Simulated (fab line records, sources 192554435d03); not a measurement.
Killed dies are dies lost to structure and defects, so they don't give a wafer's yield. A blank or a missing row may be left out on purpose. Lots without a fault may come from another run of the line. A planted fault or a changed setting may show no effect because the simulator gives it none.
Split-lot experiment | flow n5_finfet | 7 lots, 21 wafers read, on a route of 1938 steps

THE SPLIT
At N5_PASSIVATION_EXPOSE_07 (exposes mask TV, defocus 0 nm, target cd 3000 nm), the setting dose_mj was moved away from the recipe's 22.75 on 10 of the 21 wafers read, by -5.7% to +5.5%. The other wafers ran this setting at the recipe's value.

FROM THE SPLIT TO THE READING: what the file shows between them, 3 steps
- N5_PASSIVATION_PEB_08
- N5_PASSIVATION_DEVELOP_09: develop time 60 s
- N5_PASSIVATION_HARDBAKE_11: time 120 s

THE READING
cd_nm, in nm, at N5_PASSIVATION_CD_MEAS_10 (target cd 3000 nm). Fault-free wafers of this fab line usually give 3002.4 nm, standard deviation 2.7 nm.

wafer  | tool, chamber at the split | dose_mj as run | against the recipe | cd_nm, nm | against lot-mates on the recipe
L074.1 | krf_scanner-01, 0          | 22.75          | recipe             | 3006.0    | -
L074.2 | krf_scanner-01, 0          | 22.75          | recipe             | 2999.7    | -
L074.5 | krf_scanner-01, 0          | 22.75          | recipe             | 3002.6    | -
L078.1 | krf_scanner-01, 0          | 22.75          | recipe             | 3005.5    | -
L078.3 | krf_scanner-01, 0          | 22.75          | recipe             | 3002.5    | -
L078.6 | krf_scanner-01, 0          | 22.24          | -2.2%              | 2992.2    | -11.8
L080.1 | krf_scanner-01, 0          | 22.75          | recipe             | 2997.0    | -
L080.4 | krf_scanner-01, 0          | 23.87          | +4.9%              | 3011.8    | +14.8
L080.5 | krf_scanner-01, 0          | 23.87          | +4.9%              | 3011.2    | +14.2
L083.3 | krf_scanner-02, 0          | 24             | +5.5%              | 3018.7    | +14.6
L083.5 | krf_scanner-02, 0          | 22.75          | recipe             | 3004.1    | -
L083.6 | krf_scanner-02, 0          | 24             | +5.5%              | 3017.0    | +12.9
L085.1 | krf_scanner-01, 0          | 21.45          | -5.7%              | 2986.1    | -19.5
L085.5 | krf_scanner-01, 0          | 22.75          | recipe             | 3005.6    | -
L085.6 | krf_scanner-01, 0          | 21.45          | -5.7%              | 2990.1    | -15.5
L088.2 | krf_scanner-02, 0          | 22.75          | recipe             | 3006.9    | -
L088.5 | krf_scanner-02, 0          | 23.33          | +2.5%              | 3010.7    | +3.6
L088.6 | krf_scanner-02, 0          | 22.75          | recipe             | 3007.2    | -
L097.1 | krf_scanner-02, 0          | 21.96          | -3.5%              | 2992.5    | -6.8
L097.2 | krf_scanner-02, 0          | 21.96          | -3.5%              | 2985.3    | -14.0
L097.6 | krf_scanner-02, 0          | 22.75          | recipe             | 2999.3    | -

THE FIT
A straight line over all 21 wafers: cd_nm changes by +2.68 nm for each +1% of dose_mj; r = +0.93; the points scatter about the line by 3.6 nm.
The same after taking each lot's own level away (the mean of its wafers on the recipe; 21 wafers): +2.88 nm for each +1%; r = +0.97; scatter 2.3 nm.
On that fit, the largest move of dose_mj shifts the reading by 16 nm.
The lots' own levels span 2997.00 to 3007.05 nm, that is 3.7 times the standard deviation above.
So the lot-to-lot level changes the slope little: the two slopes agree.
Check: with one of the wafers moved furthest among these (-5.7%) left out of the fit, the line predicts -16.6 nm for it against its lot-mates. It came out at -19.5 nm against them.

OTHER SPLITS ON THESE WAFERS
These wafers also went through other splits before the reading. Each is held against what the fit with the lots' levels taken away leaves over:
other split on the same wafers     | wafers away from the commonest value | r with cd_nm (lot level and that fit taken away)
N5_BEOL_M14_PEB_26 peb_temp_c      | 7                                    | +0.09
N5_BEOL_M14_SPUTTER_44 time_s      | 6                                    | +0.08
N5_BEOL_M15_ILD_DEP_00 time_s      | 7                                    | -0.14
N5_MIM_BOT_SPUTTER_00 power_w      | 8                                    | -0.12
N5_MIM_TOP_LITHO_EXPOSE_05 dose_mj | 8                                    | -0.20
N5_MIM_BOT_ETCH_ETCH_00 bias_w     | 7                                    | -0.26

THE FILE'S OWN FIT
cd_nm changes by +2.88 nm for each +1% of dose_mj, r = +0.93.
